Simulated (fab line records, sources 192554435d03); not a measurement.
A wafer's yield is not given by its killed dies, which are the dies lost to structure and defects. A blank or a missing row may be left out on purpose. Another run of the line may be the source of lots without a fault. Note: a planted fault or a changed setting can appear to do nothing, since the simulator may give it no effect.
2 desks looking at one fault | flow n5Finfet | every desk sees just its own numbers, and what lay behind them comes last

## THE METROLOGY DESK
What the gauges read, lot by lot, whatever tool the lot ran on: means of the sampled wafers that have a number. A lot is out of limits, marked OUT, if its mean lies more than 4 standard deviations from the usual mean; the brackets give that distance. 7 of its 11 readings are shown: the first one out of limits and those lying furthest out on some lot.
Columns: A = DIBL_N at N5_BEOL_M4_RC_MEAS_101, usual 37.5 mV/V; B = DIBL_P at N5_BEOL_M4_RC_MEAS_101, usual 37.3 mV/V; C = IOFF_P at N5_BEOL_M4_RC_MEAS_101, usual 0.23 nA/um; D = ION_N at N5_BEOL_M4_RC_MEAS_101, usual 677 uA/um; E = SS_P at N5_BEOL_M4_RC_MEAS_101, usual 73.5 mV/dec; F = VT_N at N5_BEOL_M4_RC_MEAS_101, usual 249 mV; G = M13_ILD_THK at N5_BEOL_M13_THK_MEAS_01, usual 837 nm
lot  | first seen here | A    | B    | C    | D   | E    | F   | G
L149 | day 8 17:16     | 34.9 | 35.8 | 0.20 | 665 | 72.8 | 252 | 833
L154 | day 10 03:54    | 37.7 | 37.0 | 0.22 | 665 | 73.3 | 254 | 656 (-14) OUT
L155 | day 10 06:16    | 37.5 | 37.4 | 0.24 | 672 | 74.0 | 250 | 666 (-13) OUT
L165 | day 12 19:32    | 37.5 | 37.0 | 0.21 | 678 | 73.0 | 250 | 847
L164 | day 13 02:58    | 38.2 | 37.3 | 0.22 | 678 | 73.6 | 248 | 818
L166 | day 13 05:11    | 39.7 | 40.5 | 0.26 | 685 | 74.5 | 245 | 835
L168 | day 13 12:23    | 36.5 | 37.2 | 0.22 | 674 | 73.3 | 250 | 840
L169 | day 13 19:59    | 38.9 | 38.9 | 0.28 | 682 | 74.0 | 248 | 857
Finding of this desk: L154, L155 out of limits, first seen on L155 at day 12 17:07 (M13_ILD_THK at N5_BEOL_M13_THK_MEAS_01). Within limits: L149, L165, L164, L166, L168, L169.

## FOR THE TOOL OWNER'S DESK: pecvd-03
The tool's own readings at N5_BEOL_M13_ILD_DEP_00 (deposits SiOC from DEMS/O2, target thk 837.92 nm, time 166.4 s): means of the sampled wafers that have a number, for each lot that ran on this tool. A lot is out of limits, marked OUT, if its mean lies more than 4 standard deviations from the usual mean; the brackets give that distance.
Columns: A = heaterPowerOuterW at N5_BEOL_M13_ILD_DEP_00, usual 236 W; B = heaterPowerW at N5_BEOL_M13_ILD_DEP_00, usual 453 W; C = runLengthS at N5_BEOL_M13_ILD_DEP_00, usual 211.0 s; D = showerheadPlenumPTorr at N5_BEOL_M13_ILD_DEP_00, usual 5.691 Torr; E = throttleValvePct at N5_BEOL_M13_ILD_DEP_00, usual 11.6 %
lot  | first seen here | A   | B   | C               | D     | E
L149 | day 11 15:52    | 241 | 457 | 211.0           | 5.698 | 11.4
L155 | day 12 16:58    | 237 | 442 | 176.3 (-69) OUT | 5.706 | 11.4
L154 | day 13 03:13    | 229 | 423 | 176.4 (-69) OUT | 5.700 | 11.4
L166 | day 15 21:21    | 202 | 392 | 211.1           | 5.691 | 11.4
L164 | day 15 22:46    | 211 | 405 | 210.9           | 5.707 | 11.3
L168 | day 16 06:35    | 213 | 417 | 211.1           | 5.690 | 11.7
This desk's verdict: out of limits on L154, L155, starting with L155 at day 12 16:58 (runLengthS at N5_BEOL_M13_ILD_DEP_00). Within limits: L149, L166, L164, L168.

## ALL TOGETHER
The tool owner's desk could have raised an alarm at day 12 16:58, on L154, L155.
L154, L155 would have let the metrology desk raise an alarm at day 12 17:07.
Every lot named ran N5_BEOL_M13_ILD_DEP_00 on pecvd-03.

## WHAT THE SIMULATOR HAD INSERTED
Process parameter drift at N5_BEOL_M13_ILD_DEP_00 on pecvd-03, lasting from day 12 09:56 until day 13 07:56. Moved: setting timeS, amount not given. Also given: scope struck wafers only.
Struck lots among those shown: L154, L155.
Fault start to first reading out of limits, in hours, per desk: tool owner, 7; metrology, 7.
